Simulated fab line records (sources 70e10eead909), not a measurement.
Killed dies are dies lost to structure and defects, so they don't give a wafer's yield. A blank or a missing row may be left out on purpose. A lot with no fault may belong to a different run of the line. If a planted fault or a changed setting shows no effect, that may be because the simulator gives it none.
Chamber matching -- flow nand-harc -- NHARC_P_M1_CMP_23 on cmp-02: 4 sister chambers
The step polishes, t overpolish 20 s, target thk 157.82 nm. 4 wafers are shown with their chamber, then 11 later ones without.

== WAFERS, EACH WITH ITS CHAMBER ==
wafer,chamber,motor-current-A (A)
L092.1,2,11.3
L092.2,0,11.2
L092.5,3,12.0
L093.1,1,13.2

== WAFERS MISSING THEIR CHAMBER ==
wafer,motor-current-A (A)
L093.4,11.3
L093.6,12.0
L095.1,10.8
L095.4,12.2
L095.5,11.4
L096.2,11.7
L096.3,12.1
L096.4,10.7
L097.1,12.8
L097.3,11.2
L097.6,12.0

== THE CHAMBER EACH PASSED THROUGH ==
wafer,from the rows above,in truth
L093.4,can't be placed: 2 or 0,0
L093.6,3,3
L095.1,can't be placed: 0 or 2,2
L095.4,3,3
L095.5,can't be placed: 2 or 0 or 3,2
L096.2,can't be placed: 3 or 2 or 0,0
L096.3,3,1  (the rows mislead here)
L096.4,can't be placed: 0 or 2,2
L097.1,can't be placed: 1 or 3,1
L097.3,can't be placed: 0 or 2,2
L097.6,3,3
Correct placement for 3 of the 11. Cannot be placed on the basis of these rows: 7; the candidates contain the true chamber in 7. Number placed wrongly: 1.
How it was worked out, from the rows above alone: a wafer's distance from a chamber is the root of the sum, over the readings, of the square of ((its reading less the chamber's mean) divided by the reading's scatter). The wafer belongs to the nearest chamber; if the next one is less than 2 further off, it can't be placed. Each chamber's mean is taken over the wafers shown for it. The scatter: with one shown wafer a chamber, the root of the mean of the squares of how far each hidden wafer lies from its nearest shown one.
